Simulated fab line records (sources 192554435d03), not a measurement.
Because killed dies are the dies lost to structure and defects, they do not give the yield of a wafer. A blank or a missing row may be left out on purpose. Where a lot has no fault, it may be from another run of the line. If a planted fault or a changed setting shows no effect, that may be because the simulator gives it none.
Matching of chambers || flow n5Finfet || rieDiel-01 running N5_BEOL_M8_STRIP_67: 4 sister chambers
The step strips in CF4. 8 wafers are shown with their chamber, then 8 later ones without.

## WAFERS, EACH WITH ITS CHAMBER
{"wafer": "L075.6", "chamber": 0, "showerheadPlenumPTorr (Torr)": 1.83, "throttleValvePct (%)": 12.99}
{"wafer": "L079.4", "chamber": 1, "showerheadPlenumPTorr (Torr)": 1.75, "throttleValvePct (%)": 13.35}
{"wafer": "L085.4", "chamber": 2, "showerheadPlenumPTorr (Torr)": 1.77, "throttleValvePct (%)": 13.42}
{"wafer": "L085.6", "chamber": 2, "showerheadPlenumPTorr (Torr)": 1.77, "throttleValvePct (%)": 13.43}
{"wafer": "L087.2", "chamber": 3, "showerheadPlenumPTorr (Torr)": 1.88, "throttleValvePct (%)": 13.29}
{"wafer": "L087.4", "chamber": 0, "showerheadPlenumPTorr (Torr)": 1.82, "throttleValvePct (%)": 13.05}
{"wafer": "L087.5", "chamber": 1, "showerheadPlenumPTorr (Torr)": 1.74, "throttleValvePct (%)": 13.38}
{"wafer": "L088.1", "chamber": 3, "showerheadPlenumPTorr (Torr)": 1.88, "throttleValvePct (%)": 13.31}

## WAFERS WITHOUT THEIR CHAMBER
{"wafer": "L088.2", "showerheadPlenumPTorr (Torr)": 1.74, "throttleValvePct (%)": 13.39}
{"wafer": "L088.3", "showerheadPlenumPTorr (Torr)": 1.82, "throttleValvePct (%)": 13.07}
{"wafer": "L088.4", "showerheadPlenumPTorr (Torr)": 1.77, "throttleValvePct (%)": 13.42}
{"wafer": "L088.5", "showerheadPlenumPTorr (Torr)": 1.88, "throttleValvePct (%)": 13.30}
{"wafer": "L088.6", "showerheadPlenumPTorr (Torr)": 1.82, "throttleValvePct (%)": 13.06}
{"wafer": "L094.1", "showerheadPlenumPTorr (Torr)": 1.88, "throttleValvePct (%)": 13.33}
{"wafer": "L094.4", "showerheadPlenumPTorr (Torr)": 1.77, "throttleValvePct (%)": 13.49}
{"wafer": "L094.5", "showerheadPlenumPTorr (Torr)": 1.87, "throttleValvePct (%)": 13.31}

## CHAMBER TAKEN BY EACH
{"wafer": "L088.2", "from the rows above": 1, "in truth": 1}
{"wafer": "L088.3", "from the rows above": 0, "in truth": 0}
{"wafer": "L088.4", "from the rows above": 2, "in truth": 2}
{"wafer": "L088.5", "from the rows above": 3, "in truth": 3}
{"wafer": "L088.6", "from the rows above": 0, "in truth": 0}
{"wafer": "L094.1", "from the rows above": 3, "in truth": 3}
{"wafer": "L094.4", "from the rows above": 2, "in truth": 2}
{"wafer": "L094.5", "from the rows above": 3, "in truth": 3}
Correct placement for 8 of the 8. Can't be placed from these rows: 0. 0 placed wrongly.
How it was worked out, from the rows above alone: a wafer's distance from a chamber is the root of the sum, over the readings, of the square of ((its reading less the chamber's mean) divided by the reading's scatter). The wafer belongs to the nearest chamber; if the next one is less than 2 further off, it can't be placed. Each chamber's mean is taken over the wafers shown for it. How the scatter is found: for the shown wafers, subtract from each reading the mean of its chamber, square and add these, divide the total by (wafers less chambers), then take the root.
